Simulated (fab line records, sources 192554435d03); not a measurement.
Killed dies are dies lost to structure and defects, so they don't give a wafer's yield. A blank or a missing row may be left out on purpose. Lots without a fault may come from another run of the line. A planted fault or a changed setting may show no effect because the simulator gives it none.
Which tool did it? | flow n5_finfet | 9 lots, 27 wafers sampled, at 1 step of a route of 1938

WHAT THE GAUGES READ, wafer by wafer
N5_BEOL_M11_INSPECT_58: inspects for defects (darkfield).
lot  | measured     | on                | raw_defect_count
L722 | day 10 17:04 | defect_inspect-01 | 70 77 42
L723 | day 11 22:44 | defect_inspect-01 | 78 69 54
L727 | day 12 05:46 | defect_inspect-01 | 37 44 54
L738 | day 14 19:08 | defect_inspect-02 | 20 41 28
L739 | day 15 18:20 | defect_inspect-02 | 25 30 65
L742 | day 17 08:10 | defect_inspect-01 | 72 46 80
L741 | day 17 15:08 | defect_inspect-02 | 62 42 49
L745 | day 17 19:48 | defect_inspect-01 | 63 73 47
L743 | day 18 03:02 | defect_inspect-02 | 62 94 58

WHICH TOOL RAN EACH LOT (tool, then ch and the chambers of the sampled wafers, then the start)
The record holds no process step before these readings.

THE ANSWER, worked out from the rows above alone
Rule: what is usual is taken from the lots themselves. Put in order of their means at a reading, lots are off if they are a third of the lots or fewer, leave a main group of 4 or more, and stand apart from it by a gap of 3 or more times the standard deviation of the main group's means; of several such gaps the widest counts. A main group whose means are all the same, to the digits that the tables above print for the reading, isn't used. A lot without any number at a reading at which 4 lots or more have one is off too. The other lots that the step has rows for count as sound.
No lot is off at any reading shown: from this, nothing can be told.

WHAT THE SIMULATOR HAD PUT IN
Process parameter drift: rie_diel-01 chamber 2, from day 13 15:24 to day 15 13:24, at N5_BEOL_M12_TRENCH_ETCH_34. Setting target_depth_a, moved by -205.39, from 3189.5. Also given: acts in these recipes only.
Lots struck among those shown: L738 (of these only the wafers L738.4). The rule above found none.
